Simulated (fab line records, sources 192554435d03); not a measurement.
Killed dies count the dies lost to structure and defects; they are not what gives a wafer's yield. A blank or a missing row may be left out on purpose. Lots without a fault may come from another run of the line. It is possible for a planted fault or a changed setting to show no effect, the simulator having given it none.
Which tool did it? :: flow n5_finfet :: 11 lots with 33 wafers sampled at 2 steps, on a route of 1938 steps

== WHAT EACH GAUGE READ, for each wafer ==
N5_BEOL_M6_OVL_MEAS_29.
lot: L075
measured: day 9 18:40
on: overlay-01
V5_OVL (nm): -1.4 -1.0 -1.3

lot: L078
measured: day 10 00:41
on: overlay-01
V5_OVL (nm): 0.3 -0.1 0.6

lot: L080
measured: day 10 18:41
on: overlay-01
V5_OVL (nm): -0.2 -0.1 -0.2

lot: L083
measured: day 11 06:20
on: overlay-01
V5_OVL (nm): 0.8 0.5 0.1

lot: L084
measured: day 11 17:29
on: overlay-01
V5_OVL (nm): -0.2 0.0 0.0

lot: L087
measured: day 12 11:32
on: overlay-02
V5_OVL (nm): -1.2 -0.7 -0.5

lot: L088
measured: day 12 20:56
on: overlay-01
V5_OVL (nm): -1.0 -0.5 0.2

lot: L090
measured: day 13 02:15
on: overlay-01
V5_OVL (nm): 0.5 0.1 1.0

lot: L092
measured: day 13 18:11
on: overlay-02
V5_OVL (nm): 0.1 -0.4 0.2

lot: L093
measured: day 14 10:01
on: overlay-01
V5_OVL (nm): -0.9 0.0 0.2

lot: L096
measured: day 15 02:13
on: overlay-02
V5_OVL (nm): -0.3 -0.7 -0.1

== WHAT TOOL EACH LOT RAN ON (gives the tool, then ch and the chambers of the sampled wafers, and finally the start) ==
lot: L075
N5_BEOL_M5_PRE_CLEAN_77: cvd_co-01 ch 0,2, day 9 12:26

lot: L078
N5_BEOL_M5_PRE_CLEAN_77: cvd_co-01 ch 0,1, day 9 20:09

lot: L080
N5_BEOL_M5_PRE_CLEAN_77: cvd_co-01 ch 0,1, day 10 13:39

lot: L083
N5_BEOL_M5_PRE_CLEAN_77: cvd_co-01 ch 0,1,2, day 11 01:47

lot: L084
N5_BEOL_M5_PRE_CLEAN_77: cvd_co-02 ch 0,1,2, day 11 11:22

lot: L087
N5_BEOL_M5_PRE_CLEAN_77: cvd_co-02 ch 0,1, day 12 08:29

lot: L088
N5_BEOL_M5_PRE_CLEAN_77: cvd_co-02 ch 1,2, day 12 16:58

lot: L090
N5_BEOL_M5_PRE_CLEAN_77: cvd_co-01 ch 0,1,2, day 12 20:42

lot: L092
N5_BEOL_M5_PRE_CLEAN_77: cvd_co-01 ch 1,2, day 13 14:56

lot: L093
N5_BEOL_M5_PRE_CLEAN_77: cvd_co-01 ch 1,2, day 14 02:14

lot: L096
N5_BEOL_M5_PRE_CLEAN_77: cvd_co-02 ch 0,2, day 14 21:25
- N5_BEOL_M5_PRE_CLEAN_77: time 15 s.

== THE ANSWER, worked out from the rows above alone ==
Rule: the lots themselves supply what counts as usual. The widest of any qualifying gaps counts: lots, ordered by their means at a reading, are off when they make up no more than a third of the lots, leave a main group of 4 or more, and stand apart from it by 3 or more times the standard deviation of that group's means. The tables above print the reading to a certain number of digits; a main group whose means all agree to those digits is not used. A lot without any number at a reading at which 4 lots or more have one is off too. Where the step has rows for the other lots, those lots are counted as sound.
No lot is off on any of the readings shown, so nothing can be concluded from this.

== WHAT HAD BEEN PUT IN BY THE SIMULATOR ==
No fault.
